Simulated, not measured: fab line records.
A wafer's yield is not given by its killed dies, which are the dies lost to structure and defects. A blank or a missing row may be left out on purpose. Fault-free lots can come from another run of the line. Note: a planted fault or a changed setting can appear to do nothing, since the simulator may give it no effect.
Chamber matching -- flow n5Finfet -- 3 sister chambers for N5_BEOL_M9_CURE_71 on uvCure-01
The step cures SiCOH lowk, time 240 s. 18 wafers are shown with their chamber, then 9 later ones without.

## EACH WAFER AND ITS CHAMBER
wafer,chamber,wafer_temp_C_max,lampPowerPct (%)
L075.2,2,386.0,52.30
L075.4,2,386.0,52.29
L075.5,2,385.9,52.21
L078.1,0,386.9,52.38
L078.2,0,386.3,52.34
L078.6,0,386.8,52.33
L076.2,0,387.5,52.25
L076.4,0,386.7,52.29
L076.6,0,387.4,52.42
L081.3,2,385.8,52.26
L081.5,2,386.1,52.22
L081.6,2,386.0,52.33
L083.2,2,385.8,52.19
L083.3,2,385.7,52.30
L083.4,2,385.7,52.40
L085.4,1,387.8,52.22
L085.5,1,387.4,52.28
L085.6,1,387.3,52.27

SIGNATURES (means of the wafers above)
reading,chamber 0,chamber 1,chamber 2,scatter within a chamber
wafer_temp_C_max,386.933,387.500,385.889,0.297
lampPowerPct,52.3350,52.2567,52.2778,0.0608
Rule: for a wafer and a chamber, the distance is found by dividing, reading by reading, the gap between the wafer's reading and the chamber's mean by the reading's scatter, squaring, summing and taking the root. If the next closest chamber is less than 2 further off than the closest, the wafer can't be placed; otherwise it belongs to the closest. The scatter is the square root of a quotient: the sum, over the shown wafers, of each reading's squared deviation from its chamber's mean, divided by wafers minus chambers.

## WAFERS MISSING THEIR CHAMBER
wafer,wafer_temp_C_max,lampPowerPct (%)
L086.2,387.5,52.26
L086.5,387.3,52.31
L086.6,387.2,52.28
L091.1,386.6,52.24
L091.2,387.2,52.31
L091.4,387.7,52.25
L096.2,386.8,52.32
L096.3,387.3,52.24
L096.6,386.5,52.36

## WHICH CHAMBER EACH ONE RAN IN
wafer,from the rows above,in truth
L086.2,1,1
L086.5,can't be placed: 1 or 0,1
L086.6,can't be placed: 1 or 0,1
L091.1,can't be placed: 0 or 2 or 1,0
L091.2,can't be placed: 0 or 1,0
L091.4,1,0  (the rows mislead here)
L096.2,0,0
L096.3,can't be placed: 1 or 0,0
L096.6,can't be placed: 0 or 2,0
Correct placement for 2 of the 9. From these rows, 6 cannot be placed; in 6 the true chamber is one of the candidates. Placed wrongly: 1.
